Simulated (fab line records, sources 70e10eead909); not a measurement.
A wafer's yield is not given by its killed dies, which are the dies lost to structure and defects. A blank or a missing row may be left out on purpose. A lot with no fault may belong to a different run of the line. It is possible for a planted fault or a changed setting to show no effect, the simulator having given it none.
Chamber matching || flow nand_harc || NHARC_A_STAIRCASE_DESCUM_443 on rie_diel-13 has 4 sister chambers
The step chemistry O2, time 3 s. 14 wafers are shown with their chamber, then 7 later ones without.

WAFERS PAIRED WITH THEIR CHAMBERS
{"wafer": "L920.1", "chamber": 0, "drypump_motor_current_A (A)": 5.5, "showerhead_plenum_p_Torr (Torr)": 1.96, "oes_product_au (a.u.)": 0.999}
{"wafer": "L920.5", "chamber": 2, "drypump_motor_current_A (A)": 6.0, "showerhead_plenum_p_Torr (Torr)": 1.89, "oes_product_au (a.u.)": 0.999}
{"wafer": "L920.6", "chamber": 3, "drypump_motor_current_A (A)": 5.2, "showerhead_plenum_p_Torr (Torr)": 1.94, "oes_product_au (a.u.)": 1.005}
{"wafer": "L924.1", "chamber": 1, "drypump_motor_current_A (A)": 6.1, "showerhead_plenum_p_Torr (Torr)": 2.06, "oes_product_au (a.u.)": 0.996}
{"wafer": "L924.2", "chamber": 2, "drypump_motor_current_A (A)": 6.0, "showerhead_plenum_p_Torr (Torr)": 1.89, "oes_product_au (a.u.)": 1.000}
{"wafer": "L924.5", "chamber": 2, "drypump_motor_current_A (A)": 6.1, "showerhead_plenum_p_Torr (Torr)": 1.89, "oes_product_au (a.u.)": 0.997}
{"wafer": "L929.3", "chamber": 0, "drypump_motor_current_A (A)": 5.5, "showerhead_plenum_p_Torr (Torr)": 1.96, "oes_product_au (a.u.)": 1.010}
{"wafer": "L929.4", "chamber": 2, "drypump_motor_current_A (A)": 6.0, "showerhead_plenum_p_Torr (Torr)": 1.89, "oes_product_au (a.u.)": 1.006}
{"wafer": "L929.5", "chamber": 1, "drypump_motor_current_A (A)": 6.0, "showerhead_plenum_p_Torr (Torr)": 2.06, "oes_product_au (a.u.)": 0.994}
{"wafer": "L931.1", "chamber": 2, "drypump_motor_current_A (A)": 6.0, "showerhead_plenum_p_Torr (Torr)": 1.88, "oes_product_au (a.u.)": 1.009}
{"wafer": "L931.5", "chamber": 2, "drypump_motor_current_A (A)": 6.0, "showerhead_plenum_p_Torr (Torr)": 1.88, "oes_product_au (a.u.)": 1.009}
{"wafer": "L931.6", "chamber": 3, "drypump_motor_current_A (A)": 5.2, "showerhead_plenum_p_Torr (Torr)": 1.93, "oes_product_au (a.u.)": 1.010}
{"wafer": "L935.1", "chamber": 0, "drypump_motor_current_A (A)": 5.5, "showerhead_plenum_p_Torr (Torr)": 1.95, "oes_product_au (a.u.)": 1.011}
{"wafer": "L935.3", "chamber": 3, "drypump_motor_current_A (A)": 5.2, "showerhead_plenum_p_Torr (Torr)": 1.92, "oes_product_au (a.u.)": 0.999}

SIGNATURES (means of the wafers above)
{"reading": "drypump_motor_current_A", "chamber 0": 5.500, "chamber 1": 6.050, "chamber 2": 6.017, "chamber 3": 5.200, "scatter within a chamber": 0.0365}
{"reading": "showerhead_plenum_p_Torr", "chamber 0": 1.9567, "chamber 1": 2.0600, "chamber 2": 1.8867, "chamber 3": 1.9300, "scatter within a chamber": 0.00632}
{"reading": "oes_product_au", "chamber 0": 1.00667, "chamber 1": 0.99500, "chamber 2": 1.00333, "chamber 3": 1.00467, "scatter within a chamber": 0.00541}
Rule: a wafer's distance from a chamber is the root of the sum, over the readings, of the square of ((its reading less the chamber's mean) divided by the reading's scatter). If the next closest chamber is less than 2 further off than the closest, the wafer can't be placed; otherwise it belongs to the closest. How the scatter is found: for the shown wafers, subtract from each reading the mean of its chamber, square and add these, divide the total by (wafers less chambers), then take the root.

WAFERS WITHOUT THEIR CHAMBER
{"wafer": "L935.4", "drypump_motor_current_A (A)": 6.1, "showerhead_plenum_p_Torr (Torr)": 2.05, "oes_product_au (a.u.)": 0.990}
{"wafer": "L937.2", "drypump_motor_current_A (A)": 6.0, "showerhead_plenum_p_Torr (Torr)": 1.88, "oes_product_au (a.u.)": 0.999}
{"wafer": "L937.4", "drypump_motor_current_A (A)": 6.1, "showerhead_plenum_p_Torr (Torr)": 2.05, "oes_product_au (a.u.)": 0.988}
{"wafer": "L937.6", "drypump_motor_current_A (A)": 5.2, "showerhead_plenum_p_Torr (Torr)": 1.92, "oes_product_au (a.u.)": 1.010}
{"wafer": "L940.1", "drypump_motor_current_A (A)": 6.1, "showerhead_plenum_p_Torr (Torr)": 1.87, "oes_product_au (a.u.)": 1.019}
{"wafer": "L940.3", "drypump_motor_current_A (A)": 5.5, "showerhead_plenum_p_Torr (Torr)": 1.94, "oes_product_au (a.u.)": 1.004}
{"wafer": "L940.6", "drypump_motor_current_A (A)": 6.1, "showerhead_plenum_p_Torr (Torr)": 2.04, "oes_product_au (a.u.)": 0.988}

WHICH CHAMBER EACH WENT THROUGH
{"wafer": "L935.4", "from the rows above": 1, "in truth": 1}
{"wafer": "L937.2", "from the rows above": 2, "in truth": 2}
{"wafer": "L937.4", "from the rows above": 1, "in truth": 1}
{"wafer": "L937.6", "from the rows above": 3, "in truth": 3}
{"wafer": "L940.1", "from the rows above": 2, "in truth": 2}
{"wafer": "L940.3", "from the rows above": 0, "in truth": 0}
{"wafer": "L940.6", "from the rows above": 1, "in truth": 1}
Placed correctly: 7 of 7. Not placeable from these rows: 0. Wrongly placed: 0.
